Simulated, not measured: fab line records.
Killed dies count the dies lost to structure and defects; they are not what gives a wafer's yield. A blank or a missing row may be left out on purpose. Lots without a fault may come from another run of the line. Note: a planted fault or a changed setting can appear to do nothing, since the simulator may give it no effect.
The same fault as seen by 2 desks ; flow nand_harc ; what lay behind the numbers comes last; until then each desk has only its own

## THE TOOL OWNER'S DESK: pecvd_onon-02
The tool's own readings at NHARC_A_ONON_D2_DEP_03 (target thk 1000 nm): means of the sampled wafers that have a number, for each lot that ran on this tool. The brackets show how far a lot's mean lies from the usual mean; more than 4 standard deviations puts the lot out of limits, marked OUT.
Columns: A = n2_flow_sccm at NHARC_A_ONON_D2_DEP_03, usual 2751 sccm; B = nh3_flow_sccm at NHARC_A_ONON_D2_DEP_03, usual 500.0 sccm
lot;first seen here;A;B
L142;day 12 16:38;2753;501.2
L147;day 14 14:23;2749;501.2
L149;day 15 21:12;2746;499.4
L156;day 18 13:19;2752;500.4
L157;day 19 09:58;2758;499.4
This desk's verdict: no lot among the 5 shows anything out of limits.

## METROLOGY DESK
Means of the sampled wafers that have a number, per lot and without regard to the tool the lot ran on: this is what the gauges read. The brackets show how far a lot's mean lies from the usual mean; more than 4 standard deviations puts the lot out of limits, marked OUT.
Columns: A = thk_nm at NHARC_A_ONON_D2_THK_MEAS_05, usual 996 nm
lot;first seen here;A
L141;day 12 07:24;998
L142;day 12 17:08;988
L143;day 13 09:32;982
L144;day 13 21:51;996
L145;day 13 21:51;1000
L146;day 14 14:46;1005
L147;day 14 14:47;1009
L149;day 15 21:38;1015
L156;day 18 13:43;1575 (+67) OUT
L157;day 19 10:29;1582 (+67) OUT
L161;day 20 21:18;979
L162;day 21 05:40;992
This desk finds L156, L157 out of limits, L156 being first, at day 18 13:43 (thk_nm at NHARC_A_ONON_D2_THK_MEAS_05). In limits: L141, L142, L143, L144, L145, L146, L147, L149, L161, L162.

## ALL TOGETHER
L156, L157 would have let the metrology desk raise an alarm at day 18 13:43.
The tool owner's desk saw nothing out of limits.
Tool owner's desk: L156, L157 on record, inside its limits.
Of the lots named, all ran NHARC_A_ONON_D2_DEP_03 on pecvd_onon-02.

## WHAT HAD BEEN PUT IN BY THE SIMULATOR
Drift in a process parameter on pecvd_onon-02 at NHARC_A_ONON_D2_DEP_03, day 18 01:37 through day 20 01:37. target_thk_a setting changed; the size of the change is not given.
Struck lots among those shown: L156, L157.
Per desk, hours elapsed from the start of the fault to the first reading out of limits: for the metrology desk, 12.
